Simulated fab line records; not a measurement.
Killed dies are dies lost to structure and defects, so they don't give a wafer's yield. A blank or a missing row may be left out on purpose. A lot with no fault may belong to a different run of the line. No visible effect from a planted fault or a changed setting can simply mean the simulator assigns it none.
Chamber matching | flow n5Finfet | N5_SD_EPI_N_ETCH_35 on rieDiel-06 has 4 sister chambers
The step etches SOC in N2/H2, overetch 108 nm, time 486 s. 18 wafers are shown with their chamber, then 9 later ones without.

EACH WAFER AND ITS CHAMBER
wafer  | chamber | showerheadPlenumPTorr (Torr) | throttleValvePct (%) | oesProductAu (a.u.)
L074.2 | 1       | 2.59                         | 23.8                 | 0.86
L074.3 | 2       | 2.45                         | 23.8                 | 0.68
L074.5 | 0       | 2.70                         | 23.2                 | 0.87
L077.1 | 1       | 2.59                         | 23.7                 | 0.84
L077.3 | 0       | 2.70                         | 23.2                 | 0.84
L077.4 | 2       | 2.44                         | 23.8                 | 0.67
L078.1 | 3       | 2.71                         | 23.8                 | 0.85
L078.3 | 0       | 2.70                         | 23.2                 | 0.82
L078.5 | 2       | 2.44                         | 23.8                 | 0.68
L081.1 | 1       | 2.59                         | 23.8                 | 0.83
L081.2 | 3       | 2.71                         | 23.8                 | 0.85
L081.3 | 0       | 2.70                         | 23.2                 | 0.81
L082.2 | 0       | 2.69                         | 23.2                 | 0.81
L082.4 | 1       | 2.58                         | 23.8                 | 0.81
L082.6 | 2       | 2.44                         | 23.8                 | 0.67
L087.2 | 0       | 2.69                         | 23.3                 | 0.79
L087.3 | 2       | 2.43                         | 23.8                 | 0.66
L087.4 | 1       | 2.58                         | 23.8                 | 0.80

SIGNATURES (averages over the wafers above)
reading               | chamber 0 | chamber 1 | chamber 2 | chamber 3 | scatter within a chamber
showerheadPlenumPTorr | 2.6967    | 2.5860    | 2.4400    | 2.7100    | 0.00569
throttleValvePct      | 23.217    | 23.780    | 23.800    | 23.800    | 0.0342
oesProductAu          | 0.8233    | 0.8280    | 0.6720    | 0.8500    | 0.0215
Rule: distance of a wafer from a chamber = root of the sum over the readings of ((wafer's reading minus chamber's mean) / reading's scatter) squared. If the next closest chamber is less than 2 further off than the closest, the wafer can't be placed; otherwise it belongs to the closest. The scatter is the square root of a quotient: the sum, over the shown wafers, of each reading's squared deviation from its chamber's mean, divided by wafers minus chambers.

WAFERS MISSING THEIR CHAMBER
wafer  | showerheadPlenumPTorr (Torr) | throttleValvePct (%) | oesProductAu (a.u.)
L094.2 | 2.70                         | 23.9                 | 0.80
L094.4 | 2.43                         | 23.8                 | 0.65
L094.5 | 2.43                         | 23.9                 | 0.65
L096.2 | 2.57                         | 23.8                 | 0.77
L096.3 | 2.68                         | 23.3                 | 0.77
L096.4 | 2.69                         | 23.9                 | 0.79
L097.1 | 2.69                         | 23.9                 | 0.78
L097.3 | 2.43                         | 23.8                 | 0.65
L097.6 | 2.68                         | 23.3                 | 0.76

CHAMBER TAKEN BY EACH
wafer  | from the rows above | in truth
L094.2 | 3                   | 3
L094.4 | 2                   | 2
L094.5 | 2                   | 2
L096.2 | 1                   | 1
L096.3 | 0                   | 0
L096.4 | 3                   | 3
L097.1 | 3                   | 3
L097.3 | 2                   | 2
L097.6 | 0                   | 0
Correct placement for 9 of the 9. Not placeable from these rows: 0. Wrongly placed: 0.
